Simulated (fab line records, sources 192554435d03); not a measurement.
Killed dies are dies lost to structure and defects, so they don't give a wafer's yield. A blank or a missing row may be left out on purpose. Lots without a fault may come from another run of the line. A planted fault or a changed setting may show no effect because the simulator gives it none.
Which tool did it? | flow n5_finfet | 11 lots, 31 wafers sampled, at 3 steps of a route of 1938

WHAT THE GAUGES READ, wafer by wafer
N5_BEOL_M4_RC_MEAS_101.
lot  | measured     | on        | VT_N_LONG (mV)
L850 | day 7 15:59  | prober-02 | 278.0 276.6 274.8
L852 | day 8 12:02  | prober-01 | 273.2 269.2 270.9
L853 | day 8 17:03  | prober-02 | 277.6 274.6 275.1
L854 | day 8 20:27  | prober-01 | 272.9 273.1 272.3
L855 | day 9 00:52  | prober-01 | 273.4 273.5 272.7
L856 | day 9 13:11  | prober-01 | 278.2 277.1
L858 | day 9 14:40  | prober-02 | 274.6 273.6 272.9
L863 | day 11 05:43 | prober-01 | 366.0 366.2 366.8
L864 | day 11 16:39 | prober-02 | 369.9 366.7 364.0
L870 | day 12 17:08 | prober-01 | 277.6 276.9
L872 | day 13 10:01 | prober-01 | 273.7 275.8 274.5

WHICH TOOL RAN EACH LOT (tool, then ch and the chambers of the sampled wafers, then the start)
lot  | N5_HKMG_FIN_WET_ETCH_18            | N5_BEOL_M4_PRE_CLEAN_60
L850 | wet_bench-03 ch 2,4,5, day 4 08:45 | cvd_co-01 ch 0,1,2, day 7 15:22
L852 | wet_bench-02 ch 3,5,6, day 4 22:48 | cvd_co-02 ch 0,1, day 8 11:37
L853 | wet_bench-02 ch 0,1,5, day 5 06:14 | cvd_co-01 ch 0,1,2, day 8 16:44
L854 | wet_bench-02 ch 0,1,3, day 5 09:44 | cvd_co-01 ch 0,1, day 8 19:52
L855 | wet_bench-03 ch 2,3,7, day 5 15:52 | cvd_co-01 ch 2, day 9 00:32
L856 | wet_bench-02 ch 3,6, day 5 23:43   | cvd_co-02 ch 0,2, day 9 12:26
L858 | wet_bench-06 ch 1,2,4, day 6 08:38 | cvd_co-01 ch 0,1,2, day 9 13:55
L863 | wet_bench-03 ch 0,3,4, day 7 16:22 | cvd_co-01 ch 0,1,2, day 11 05:26
L864 | wet_bench-03 ch 0,4,5, day 8 01:13 | cvd_co-02 ch 0,1,2, day 11 16:23
L870 | wet_bench-06 ch 1,5, day 9 08:33   | cvd_co-01 ch 1, day 12 16:42
L872 | wet_bench-06 ch 0,2,3, day 9 21:28 | cvd_co-02 ch 0,1,2, day 13 09:35
- N5_HKMG_FIN_WET_ETCH_18: etches TiN in SC1, time 55 s, target depth 5.2 nm, rinse time 30 s.
- N5_BEOL_M4_PRE_CLEAN_60: time 15 s.

THE ANSWER, worked out from the rows above alone
Rule: what is usual is taken from the lots themselves. Put in order of their means at a reading, lots are off if they are a third of the lots or fewer, leave a main group of 4 or more, and stand apart from it by a gap of 3 or more times the standard deviation of the main group's means; of several such gaps the widest counts. A main group whose means are all the same, to the digits that the tables above print for the reading, isn't used. A lot without any number at a reading at which 4 lots or more have one is off too. The other lots that the step has rows for count as sound.
Off: L863, L864, at N5_BEOL_M4_RC_MEAS_101 (VT_N_LONG). The main group: mean 274.7 mV, standard deviation 2.1.
A tool fits if, at a process step before that reading, it ran every lot that is off, and no sound lot after the first of them. The gauges at N5_BEOL_M4_RC_MEAS_101 are tried like those tools. One fits: wet_bench-03 at N5_HKMG_FIN_WET_ETCH_18. Its last sound lot is L855 (day 5 15:52), its first lot that is off L863 (day 7 16:22): a fault that began between those two fits.

WHAT THE SIMULATOR HAD PUT IN
Process parameter drift: wet_bench-03, from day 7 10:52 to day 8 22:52, at N5_HKMG_FIN_WET_ETCH_18. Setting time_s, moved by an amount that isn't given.
Lots struck among those shown: L863, L864. The rule above found the same.
